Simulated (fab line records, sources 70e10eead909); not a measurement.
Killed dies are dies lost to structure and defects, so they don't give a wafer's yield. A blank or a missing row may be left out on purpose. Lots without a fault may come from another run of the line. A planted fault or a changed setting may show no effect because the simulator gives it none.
Problem report in the 8D (eight disciplines) form, filled by code | flow nand_harc | the parts of the form that need people (team, actions taken, sign-off) are left out

1. THE PROBLEM
susceptor_temp_C at NHARC_A_CHANNEL_FILL_D1_ALD_15 reads a mean of 603.68 C on 6 wafers of 2 lots; wafers without a fault read 629.99 C with a standard deviation of 0.26. That is -99 or more standard deviations from the usual mean.
The step: deposits SiNx, target thk 2 nm, pulse time 60 s, ald cycles 19.
First seen on wafer L908.1, day 13 23:25, on ald_sin_batch-01. The record holds 21 wafers of 7 lots with a number at this step. Rule for "out", or "out of limits": more than 4 standard deviations from the usual mean. The other wafers with a number count as sound.

2. WHAT IT IS AND WHAT IT IS NOT
question                    | is                     | is not
which readings at this step | susceptor_temp_C       | precursor_pulse_height_rel
which lots                  | L908, L909             | L898, L901, L902, L916, L918
which wafers of those lots  | all that have a number | -
read on which tools         | ald_sin_batch-01       | ald_sin_batch-02
when                        | from day 13 23:25      | up to then (9 sound wafers); but 6 sound wafers of L916, L918 came after

3. SUSPECTS, AND WHAT RULES EACH OUT
Counting: a tool at a process step up to the reading stays a suspect if it ran every lot that is out and no sound lot after the first of them.
- rie_diel-02 at NHARC_A_CHANNEL_HOLE_D1_ETCH_44 (etches the open film in CF4/O2, target depth 140 nm, overetch 14 nm, time 77 s): kept. It ran every lot that is out, first L908 (day 13 12:07), and no sound lot after that; its last sound lot up to then is L898 (day 9 01:17).
- ald_sin_batch-01 at NHARC_A_CHANNEL_FILL_D1_ALD_03 (deposits SiNx, target thk 6 nm, pulse time 60 s, ald cycles 58): ruled out as a lasting fault. Sound lots L916 ran on it after its first lot that is out, L908 (day 13 16:45).
- ald_sin_batch-01 at NHARC_A_CHANNEL_FILL_D1_ALD_15 (deposits SiNx, target thk 2 nm, pulse time 60 s, ald cycles 19): ruled out as a lasting fault. Sound lots L916, L918 ran on it after its first lot that is out, L908 (day 13 23:25).
Left after counting: rie_diel-02 at NHARC_A_CHANNEL_HOLE_D1_ETCH_44.

4. THE CAUSE (what the simulator had put in)
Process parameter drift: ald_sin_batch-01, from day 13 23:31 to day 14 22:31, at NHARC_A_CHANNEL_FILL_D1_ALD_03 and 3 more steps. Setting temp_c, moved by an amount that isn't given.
Counting ruled it out, wrongly.

5. THE CHAIN OF EFFECTS, in route order
Each row: a reading whose mean over the struck wafers that have a number lies more than 3 standard deviations from the usual. Only readings for which the record gives a usual standard deviation are gone through. hours: the time from each lot's start at the first step in this table that gives one to its start at this step, as a median over the lots. sigmas: the change in usual standard deviations.
hours | step                           | reading          | usual    | on struck wafers | change | sigmas
0     | NHARC_A_CHANNEL_FILL_D1_ALD_15 | susceptor_temp_C | 629.99 C | 603.68           | -26.31 | -99 or more
The process steps in it:
- NHARC_A_CHANNEL_FILL_D1_ALD_15: deposits SiNx, target thk 2 nm, pulse time 60 s, ald cycles 19.
Later measuring or inspecting steps at which every struck wafer that the step has a row for has a number for every such reading, and none has moved that far: NHARC_END_SORT_01.

6. WHAT WOULD HAVE CAUGHT IT SOONER
In this record the first reading out of limits was taken at day 13 23:25.
Of the tool readings at NHARC_A_CHANNEL_FILL_D1_ALD_03 for which the record gives a usual standard deviation, none was out on any struck wafer, so an alarm limit of 4 standard deviations on them would not have fired.
